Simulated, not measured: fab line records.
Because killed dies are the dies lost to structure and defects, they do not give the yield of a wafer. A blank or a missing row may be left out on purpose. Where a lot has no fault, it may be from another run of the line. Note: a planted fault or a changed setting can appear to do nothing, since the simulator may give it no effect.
What tool caused it? | flow n5_finfet | 24 lots, 72 wafers sampled, at 6 steps of a route of 1938

== WHAT THE GAUGES READ, wafer by wafer ==
N5_BEOL_M1_THK_MEAS_53: measures by xrf.
lot  | measured     | on            | M1_THK (nm)
L074 | day 6 12:04  | film_metro-01 | 40.9 39.7 39.9
L075 | day 6 23:19  | film_metro-02 | 39.8 41.1 44.4
L076 | day 7 01:00  | film_metro-01 | 39.0 42.7 41.8
L077 | day 7 02:32  | film_metro-01 | 42.5 43.0 43.0
L078 | day 7 14:16  | film_metro-01 | 42.6 40.2 43.8
L079 | day 8 00:14  | film_metro-01 | 37.5 41.5 41.8
L080 | day 8 03:38  | film_metro-02 | 42.1 42.4 41.8
L081 | day 8 03:52  | film_metro-02 | 39.5 39.7 42.8
L082 | day 8 16:40  | film_metro-01 | 38.8 39.4 39.5
L083 | day 8 17:39  | film_metro-01 | 42.0 41.4 42.0
L084 | day 9 13:59  | film_metro-02 | 40.1 43.4 42.2
L085 | day 9 19:02  | film_metro-02 | 42.8 41.6 40.0
L087 | day 9 23:38  | film_metro-01 | 42.6 40.7 42.5
L086 | day 10 00:53 | film_metro-01 | 39.0 39.8 40.8
L088 | day 10 03:58 | film_metro-01 | 37.3 40.8 42.4
L089 | day 10 07:26 | film_metro-02 | 40.1 39.4 38.2
L090 | day 10 10:41 | film_metro-02 | 41.1 44.0 42.1
L091 | day 11 00:34 | film_metro-01 | 40.5 39.9 40.8
L092 | day 11 03:16 | film_metro-01 | 39.7 39.4 42.8
L093 | day 11 08:31 | film_metro-02 | 40.0 39.9 42.7
L095 | day 11 17:42 | film_metro-01 | 38.8 42.4 41.3
L094 | day 11 17:49 | film_metro-02 | 37.7 38.7 39.5
L096 | day 12 09:23 | film_metro-02 | 40.9 41.7 42.8
L097 | day 12 16:46 | film_metro-01 | 40.3 41.3 42.7

N5_BEOL_M2_THK_MEAS_01.
lot  | measured     | on            | M2_ILD_THK (nm)
L074 | day 6 12:28  | film_metro-01 | 79.4 78.5 80.2
L075 | day 6 23:44  | film_metro-02 | 78.2 79.6 80.4
L076 | day 7 01:23  | film_metro-01 | 78.8 80.4 80.5
L077 | day 7 02:56  | film_metro-01 | 79.6 81.0 80.1
L078 | day 7 14:44  | film_metro-02 | 78.2 80.1 80.1
L079 | day 8 00:38  | film_metro-02 | 80.2 79.0 81.5
L080 | day 8 04:16  | film_metro-01 | 80.2 78.5 80.7
L081 | day 8 04:29  | film_metro-02 | 80.2 79.3 80.8
L082 | day 8 17:03  | film_metro-02 | 79.4 80.6 81.3
L083 | day 8 18:08  | film_metro-01 | 79.0 80.4 80.3
L084 | day 9 14:24  | film_metro-02 | 79.4 79.8 79.3
L085 | day 9 19:32  | film_metro-01 | 78.6 79.9 79.1
L087 | day 10 00:01 | film_metro-01 | 79.4 79.2 81.0
L086 | day 10 01:16 | film_metro-02 | 79.8 79.3 81.8
L088 | day 10 04:23 | film_metro-01 | 79.8 80.0 80.2
L089 | day 10 07:52 | film_metro-01 | 78.9 80.3 79.6
L090 | day 10 11:04 | film_metro-01 | 80.0 81.0 80.8
L091 | day 11 00:58 | film_metro-02 | 78.5 79.5 80.3
L092 | day 11 03:40 | film_metro-01 | 79.8 81.8 79.2
L093 | day 11 08:54 | film_metro-02 | 79.6 78.7 80.7
L095 | day 11 18:05 | film_metro-02 | 78.7 80.4 81.1
L094 | day 11 18:13 | film_metro-02 | 79.2 80.6 79.6
L096 | day 12 09:46 | film_metro-02 | 78.2 78.5 80.1
L097 | day 12 17:12 | film_metro-02 | 77.1 78.8 78.7

== WHAT TOOL EACH LOT RAN ON (gives the tool, then ch and the chambers of the sampled wafers, and finally the start) ==
lot  | N5_BEOL_M1_ETCH_41                            | N5_BEOL_M1_SPUTTER_48        | N5_BEOL_M1_SPUTTER_94        | N5_BEOL_M1_CO_CAP_55
L074 | rie_diel-03 ch 1,2,3, day 6 09:26 or earlier  | pvd_sputter-03, day 6 09:26  | pvd_sputter-03, day 6 10:58  | cvd_co-01 ch 1,2, day 6 12:09
L075 | rie_diel-03 ch 0,2,3, day 6 20:43 or earlier  | pvd_sputter-01, day 6 20:43  | pvd_sputter-01, day 6 22:15  | cvd_co-01 ch 1,2, day 6 23:26
L076 | rie_diel-04 ch 0,2,3, day 6 22:09 or earlier  | pvd_sputter-03, day 6 22:09  | pvd_sputter-03, day 6 23:41  | cvd_co-01 ch 0,2, day 7 01:05
L077 | rie_diel-03 ch 1,2,3, day 6 23:59 or earlier  | pvd_sputter-03, day 6 23:59  | pvd_sputter-03, day 7 01:32  | cvd_co-01 ch 1,2, day 7 02:37
L078 | rie_diel-05 ch 2,3, day 7 11:43 or earlier    | pvd_sputter-03, day 7 11:43  | pvd_sputter-03, day 7 13:15  | cvd_co-02 ch 1,2, day 7 14:23
L079 | rie_diel-05 ch 0,2,3, day 7 21:41 or earlier  | pvd_sputter-01, day 7 21:41  | pvd_sputter-01, day 7 23:14  | cvd_co-02 ch 1,2, day 8 00:19
L080 | rie_diel-03 ch 0,1,2, day 8 01:02 or earlier  | pvd_sputter-02, day 8 01:02  | pvd_sputter-02, day 8 02:35  | cvd_co-02 ch 0,2, day 8 03:57
L081 | rie_diel-04 ch 0,1, day 8 01:13 or earlier    | pvd_sputter-01, day 8 01:13  | pvd_sputter-01, day 8 02:45  | cvd_co-02 ch 0,2, day 8 04:10
L082 | rie_diel-05 ch 1,3, day 8 14:07 or earlier    | pvd_sputter-03, day 8 14:07  | pvd_sputter-03, day 8 15:39  | cvd_co-02 ch 0,1,2, day 8 16:44
L083 | rie_diel-03 ch 0,2,3, day 8 14:58 or earlier  | pvd_sputter-01, day 8 14:58  | pvd_sputter-01, day 8 16:30  | cvd_co-01 ch 1,2, day 8 17:49
L084 | rie_diel-03 ch 1,3, day 9 11:26 or earlier    | pvd_sputter-03, day 9 11:26  | pvd_sputter-03, day 9 12:59  | cvd_co-02 ch 1,2, day 9 14:05
L085 | rie_diel-05 ch 1,2, day 9 16:28 or earlier    | pvd_sputter-02, day 9 16:28  | pvd_sputter-02, day 9 18:01  | cvd_co-02 ch 0,2, day 9 19:11
L087 | rie_diel-05 ch 2,3, day 9 21:05 or earlier    | pvd_sputter-02, day 9 21:05  | pvd_sputter-02, day 9 22:37  | cvd_co-02 ch 0,2, day 9 23:43
L086 | rie_diel-04 ch 0,2, day 9 22:20 or earlier    | pvd_sputter-01, day 9 22:20  | pvd_sputter-01, day 9 23:52  | cvd_co-02 ch 0,1,2, day 10 00:58
L088 | rie_diel-05 ch 0,1,2, day 10 01:25 or earlier | pvd_sputter-01, day 10 01:25 | pvd_sputter-01, day 10 02:57 | cvd_co-01 ch 0,1,2, day 10 04:02
L089 | rie_diel-03 ch 0,1,3, day 10 04:53 or earlier | pvd_sputter-01, day 10 04:53 | pvd_sputter-01, day 10 06:25 | cvd_co-01 ch 0,2, day 10 07:31
L090 | rie_diel-04 ch 1,3, day 10 08:07 or earlier   | pvd_sputter-02, day 10 08:07 | pvd_sputter-02, day 10 09:39 | cvd_co-01 ch 1,2, day 10 10:45
L091 | rie_diel-03 ch 2,3, day 10 21:50 or earlier   | pvd_sputter-01, day 10 21:50 | pvd_sputter-01, day 10 23:22 | cvd_co-02 ch 0,1,2, day 11 00:38
L092 | rie_diel-04 ch 0,1,2, day 11 00:40 or earlier | pvd_sputter-01, day 11 00:40 | pvd_sputter-01, day 11 02:13 | cvd_co-02 ch 0,1,2, day 11 03:21
L093 | rie_diel-05 ch 1,2,3, day 11 05:43 or earlier | pvd_sputter-01, day 11 05:43 | pvd_sputter-01, day 11 07:15 | cvd_co-01 ch 0,1,2, day 11 08:35
L095 | rie_diel-04 ch 0,1,3, day 11 15:09 or earlier | pvd_sputter-02, day 11 15:09 | pvd_sputter-02, day 11 16:41 | cvd_co-01 ch 0,1, day 11 17:46
L094 | rie_diel-05 ch 1,2, day 11 15:16 or earlier   | pvd_sputter-03, day 11 15:16 | pvd_sputter-03, day 11 16:49 | cvd_co-02 ch 0,1,2, day 11 17:54
L096 | rie_diel-03 ch 1,3, day 12 06:50 or earlier   | pvd_sputter-01, day 12 06:50 | pvd_sputter-01, day 12 08:22 | cvd_co-01 ch 1,2, day 12 09:27
L097 | rie_diel-03 ch 0,1,3, day 12 14:03 or earlier | pvd_sputter-03, day 12 14:03 | pvd_sputter-03, day 12 15:35 | cvd_co-02 ch 1,2, day 12 16:53
- N5_BEOL_M1_ETCH_41: etches SiCN in CH3F/O2, target depth 31.9 nm, time 57.8 s.
- N5_BEOL_M1_SPUTTER_48: material Cu, target thk 4.5 nm, time 8.29 s.
- N5_BEOL_M1_SPUTTER_94: material Cu, target thk 4.5 nm, time 8.29 s.
- N5_BEOL_M1_CO_CAP_55: material Co, precursor CCTBA/H2, target thk 2 nm, time 102.1 s.

== WHAT THE TOOLS THEMSELVES READ (means of the sampled wafers that have a number; where no wafer has one, the mark that the record gives instead) ==
N5_BEOL_M1_ETCH_41.
lot  | tool        | CH3F_flow_sccm (sccm) | drypump_motor_current_A (A) | mfc_ar_sccm (sccm) | oes_product_au (a.u.) | rf_vpp_V (V) | showerhead_plenum_p_Torr (Torr) | throttle_valve_pct (%)
L074 | rie_diel-03 | 29.90                 | 6.2                         | 150.3              | 0.72                  | 297.2        | 2.02                            | 16.60
L075 | rie_diel-03 | 30.02                 | 5.8                         | 150.1              | 0.73                  | 297.1        | 1.99                            | 16.64
L076 | rie_diel-04 | 30.02                 | 5.1                         | 149.9              | 0.75                  | 296.8        | 1.99                            | 16.29
L077 | rie_diel-03 | 29.97                 | 6.2                         | 149.7              | 0.71                  | 298.4        | 2.02                            | 16.61
L078 | rie_diel-05 | 30.05                 | 5.4                         | 149.8              | 0.94                  | 298.8        | 2.07                            | 16.18
L079 | rie_diel-05 | 30.06                 | 5.6                         | 149.8              | 0.89                  | 298.2        | 2.06                            | 16.15
L080 | rie_diel-03 | 30.01                 | 5.7                         | 150.1              | 0.74                  | 298.0        | 1.99                            | 16.50
L081 | rie_diel-04 | 30.02                 | 5.2                         | 150.4              | 0.74                  | 298.0        | 2.03                            | 16.29
L082 | rie_diel-05 | 30.03                 | 5.9                         | 150.3              | 0.86                  | 297.8        | 2.01                            | 16.14
L083 | rie_diel-03 | 30.04                 | 5.8                         | 149.6              | 0.82                  | 297.4        | 1.99                            | 16.51
L084 | rie_diel-03 | 29.94                 | 6.1                         | 150.2              | 0.80                  | 297.6        | 1.99                            | 16.51
L085 | rie_diel-05 | 30.05                 | 5.2                         | 150.0              | 0.90                  | 299.4        | 2.12                            | 16.37
L087 | rie_diel-05 | 30.03                 | 5.7                         | 150.1              | 0.88                  | 297.0        | 2.01                            | 16.11
L086 | rie_diel-04 | 30.08                 | 5.2                         | 150.0              | 0.72                  | 297.1        | 1.96                            | 16.21
L088 | rie_diel-05 | 30.06                 | 5.5                         | 150.0              | 0.85                  | 299.8        | 2.11                            | 16.33
L089 | rie_diel-03 | 30.02                 | 5.7                         | 150.0              | 0.80                  | 296.3        | 1.96                            | 16.56
L090 | rie_diel-04 | 30.01                 | 4.9                         | 149.6              | 0.73                  | 298.8        | 2.07                            | 16.56
L091 | rie_diel-03 | 30.04                 | 6.3                         | 149.7              | 0.94                  | 297.1        | 2.00                            | 16.31
L092 | rie_diel-04 | 29.96                 | 5.1                         | 150.2              | 0.71                  | 296.9        | 1.99                            | 16.42
L093 | rie_diel-05 | 30.11                 | 5.6                         | 150.4              | 0.86                  | 298.7        | 2.06                            | 16.28
L095 | rie_diel-04 | 29.95                 | 5.0                         | 149.4              | 0.72                  | 297.6        | 2.04                            | 16.47
L094 | rie_diel-05 | 30.01                 | 5.4                         | 149.5              | 0.85                  | 299.2        | 2.12                            | 16.44
L096 | rie_diel-03 | 29.99                 | 6.2                         | 149.7              | 0.83                  | 297.0        | 1.98                            | 16.54
L097 | rie_diel-03 | 30.01                 | 5.8                         | 150.2              | 0.78                  | 295.6        | 1.95                            | 16.58

N5_BEOL_M1_SPUTTER_48.
lot  | tool           | substrate_temp_c (C) | throttle_valve_pct (%)
L074 | pvd_sputter-03 | -20.06               | 30.7
L075 | pvd_sputter-01 | -19.97               | 28.9
L076 | pvd_sputter-03 | -19.95               | 29.4
L077 | pvd_sputter-03 | -20.02               | 29.3
L078 | pvd_sputter-03 | -19.98               | 29.0
L079 | pvd_sputter-01 | -20.15               | 29.1
L080 | pvd_sputter-02 | -19.97               | 30.3
L081 | pvd_sputter-01 | -19.85               | 28.0
L082 | pvd_sputter-03 | -19.97               | 30.7
L083 | pvd_sputter-01 | -19.92               | 29.0
L084 | pvd_sputter-03 | -20.02               | 29.5
L085 | pvd_sputter-02 | -19.92               | 29.7
L087 | pvd_sputter-02 | -20.03               | 29.7
L086 | pvd_sputter-01 | -20.09               | 30.1
L088 | pvd_sputter-01 | -20.03               | 29.1
L089 | pvd_sputter-01 | -19.92               | 30.2
L090 | pvd_sputter-02 | -19.90               | 29.5
L091 | pvd_sputter-01 | -19.95               | 29.0
L092 | pvd_sputter-01 | -19.88               | 28.9
L093 | pvd_sputter-01 | -20.00               | 29.1
L095 | pvd_sputter-02 | -19.90               | 30.0
L094 | pvd_sputter-03 | -20.00               | 29.9
L096 | pvd_sputter-01 | -19.95               | 30.2
L097 | pvd_sputter-03 | -20.09               | 29.3

N5_BEOL_M1_SPUTTER_94.
lot  | tool           | substrate_temp_c (C) | throttle_valve_pct (%)
L074 | pvd_sputter-03 | -19.98               | 30.8
L075 | pvd_sputter-01 | -20.07               | 29.0
L076 | pvd_sputter-03 | -20.01               | 29.4
L077 | pvd_sputter-03 | -20.01               | 29.3
L078 | pvd_sputter-03 | -20.02               | 28.9
L079 | pvd_sputter-01 | -20.11               | 29.1
L080 | pvd_sputter-02 | -20.01               | 30.4
L081 | pvd_sputter-01 | -20.04               | 28.0
L082 | pvd_sputter-03 | -19.98               | 30.9
L083 | pvd_sputter-01 | -20.03               | 29.0
L084 | pvd_sputter-03 | -20.07               | 29.5
L085 | pvd_sputter-02 | -20.03               | 29.5
L087 | pvd_sputter-02 | -20.11               | 29.8
L086 | pvd_sputter-01 | -19.91               | 30.0
L088 | pvd_sputter-01 | -20.02               | 29.1
L089 | pvd_sputter-01 | -19.94               | 30.1
L090 | pvd_sputter-02 | -20.11               | 29.5
L091 | pvd_sputter-01 | -20.09               | 29.1
L092 | pvd_sputter-01 | -20.03               | 28.9
L093 | pvd_sputter-01 | -20.05               | 29.0
L095 | pvd_sputter-02 | -19.82               | 30.0
L094 | pvd_sputter-03 | -19.97               | 29.7
L096 | pvd_sputter-01 | -19.95               | 30.1
L097 | pvd_sputter-03 | -19.95               | 29.2

N5_BEOL_M1_CO_CAP_55.
lot  | tool      | heater_power_w (W)
L074 | cvd_co-01 | 265
L075 | cvd_co-01 | 266
L076 | cvd_co-01 | 243
L077 | cvd_co-01 | 267
L078 | cvd_co-02 | 204
L079 | cvd_co-02 | 198
L080 | cvd_co-02 | 240
L081 | cvd_co-02 | 216
L082 | cvd_co-02 | 225
L083 | cvd_co-01 | 269
L084 | cvd_co-02 | 211
L085 | cvd_co-02 | 234
L087 | cvd_co-02 | 238
L086 | cvd_co-02 | 224
L088 | cvd_co-01 | 247
L089 | cvd_co-01 | 250
L090 | cvd_co-01 | 265
L091 | cvd_co-02 | 225
L092 | cvd_co-02 | 226
L093 | cvd_co-01 | 244
L095 | cvd_co-01 | 219
L094 | cvd_co-02 | 228
L096 | cvd_co-01 | 268
L097 | cvd_co-02 | 200

== THE ANSWER, worked out from the rows above alone ==
Rule: the lots themselves supply what counts as usual. The widest of any qualifying gaps counts: lots, ordered by their means at a reading, are off when they make up no more than a third of the lots, leave a main group of 4 or more, and stand apart from it by 3 or more times the standard deviation of that group's means. Not used: any main group whose means are identical at the precision the tables above print for the reading. A lot without any number at a reading at which 4 lots or more have one is off too. The other lots that the step has rows for count as sound. Order of review: gauges by route order, followed by the tools' own readings, for which a lot's mean as printed above is used. The first step at which some lot is off is used, and at that step the reading that is off furthest; a lot without a number counts as furthest.
Across all readings shown, no lot is off: no conclusion can be drawn from this.

== WHAT THE SIMULATOR HAD INSERTED ==
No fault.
